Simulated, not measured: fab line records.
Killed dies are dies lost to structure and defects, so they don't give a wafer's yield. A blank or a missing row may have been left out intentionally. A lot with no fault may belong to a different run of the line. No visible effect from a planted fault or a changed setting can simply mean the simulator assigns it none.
Split-lot trial + flow n5_finfet + 21 wafers read from 7 lots, route of 1938 steps

THE SPLIT
At N5_GATE_CUT_COAT_34 (time 60 s, resist thk 60 nm), the setting spin_rpm was moved away from the recipe's 1500 rpm on 4 of the 21 wafers read, by -4.1% to +9.3%. The other wafers ran this setting at the recipe's value.

FROM THE SPLIT TO THE READING: what the file shows between them, 4 steps
- N5_GATE_CUT_COAT_35: time 60 s, resist thk 10 nm
- N5_GATE_CUT_COAT_27: time 60 s, resist thk 10 nm
- N5_GATE_CUT_ETCH_28: etches underlayer in N2/H2, target depth 13 nm, time 10.4 s
- N5_GATE_CUT_ETCH_36: etches SiARC in CF4, target depth 13 nm, time 21.7 s

THE READING
etch.depth_nm (the simulator's own value, which no gauge read), in nm, at N5_GATE_CUT_ETCH_37 (etches SOC in N2/H2, target depth 60 nm, overetch 12 nm, time 90 s). The file does not state a usual value for it. The 17 wafers here that ran the recipe average 60.01 nm, standard deviation 0.12 nm.

| wafer  | tool, chamber at the split | spin_rpm as run, rpm | against the recipe | etch.depth_nm, nm | against lot-mates on the recipe |
|--------|----------------------------|----------------------|--------------------|-------------------|---------------------------------|
| L074.3 | litho_track-03, 0          | 1500                 | recipe             | 59.9              | -                               |
| L074.4 | litho_track-03, 0          | 1500                 | recipe             | 59.83             | -                               |
| L074.5 | litho_track-03, 0          | 1500                 | recipe             | 60.08             | -                               |
| L075.1 | litho_track-02, 0          | 1500                 | recipe             | 59.99             | -                               |
| L075.2 | litho_track-02, 0          | 1500                 | recipe             | 60.16             | -                               |
| L075.3 | litho_track-02, 0          | 1588                 | +5.9%              | 58.37             | -1.71                           |
| L082.2 | litho_track-02, 0          | 1500                 | recipe             | 60.06             | -                               |
| L082.4 | litho_track-02, 0          | 1639                 | +9.3%              | 57.27             | -2.79                           |
| L082.6 | litho_track-02, 0          | 1639                 | +9.3%              | 57.47             | -2.59                           |
| L089.1 | litho_track-02, 0          | 1500                 | recipe             | 60.02             | -                               |
| L089.4 | litho_track-02, 0          | 1500                 | recipe             | 60.02             | -                               |
| L089.3 | litho_track-02, 0          | 1500                 | recipe             | 59.98             | -                               |
| L093.3 | litho_track-03, 0          | 1500                 | recipe             | 60.08             | -                               |
| L093.4 | litho_track-03, 0          | 1500                 | recipe             | 60                | -                               |
| L093.6 | litho_track-03, 0          | 1500                 | recipe             | 60.1              | -                               |
| L094.2 | litho_track-02, 0          | 1500                 | recipe             | 59.84             | -                               |
| L094.3 | litho_track-02, 0          | 1500                 | recipe             | 59.88             | -                               |
| L094.4 | litho_track-02, 0          | 1500                 | recipe             | 59.83             | -                               |
| L096.2 | litho_track-02, 0          | 1500                 | recipe             | 60.24             | -                               |
| L096.4 | litho_track-02, 0          | 1438                 | -4.1%              | 61.2              | +0.98                           |
| L096.5 | litho_track-02, 0          | 1500                 | recipe             | 60.2              | -                               |

FIT RESULTS
A straight line over all 21 wafers: etch.depth_nm changes by -0.285 nm for each +1% of spin_rpm; r = -0.99; the points scatter about the line by 0.12 nm.
The same after taking each lot's own level away (the mean of its wafers on the recipe; 21 wafers): -0.285 nm for each +1%; r = -1.00; scatter 0.078 nm.
The reading moves by 2.6 nm for the largest change in spin_rpm, on that fit.
The span of the lots' own levels, 59.850 to 60.220 nm, comes to 3.0 times the standard deviation stated above.
The two slopes are in agreement: the lot-to-lot level therefore moves the slope only a little.
Check: with one of the wafers moved furthest among these (+9.3%) left out of the fit, the line predicts -2.57 nm for it against its lot-mates. Against them it came out at -2.79 nm.

THE WHOLE CHAIN: every reading that the file lists as answering this split, in the file's order
| step                   | what it does                                                       | reading                                                                         | change (the file's fit)                                                                 | r (the file's) |
|------------------------|--------------------------------------------------------------------|---------------------------------------------------------------------------------|-----------------------------------------------------------------------------------------|----------------|
| N5_GATE_CUT_COAT_34    | time 60 s, resist thk 60 nm                                        | SOC_of_GATE_CUT_COAT_34.thk_nm (the simulator's own value, which no gauge read) | -0.285 nm for each +1% of the setting                                                   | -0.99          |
| N5_GATE_CUT_ETCH_37    | etches SOC in N2/H2, target depth 60 nm, overetch 12 nm, time 90 s | etch.depth_nm (the simulator's own value, which no gauge read)                  | -0.284 nm for each +1% of the setting                                                   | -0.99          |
| N5_GATE_CUT_HM_OPEN_40 | chemistry C4F6/O2, target SiO2, target depth 139 nm, time 85.1 s   | SOC_of_GATE_CUT_COAT_34.thk_nm (the simulator's own value, which no gauge read) | -0.323 nm for each +1% of the setting, in a fit together with time_s@GATE_CUT_HM_DEP_46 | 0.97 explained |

THE FILE'S OWN FIT
etch.depth_nm changes by -0.284 nm for each +1% of spin_rpm, r = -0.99.
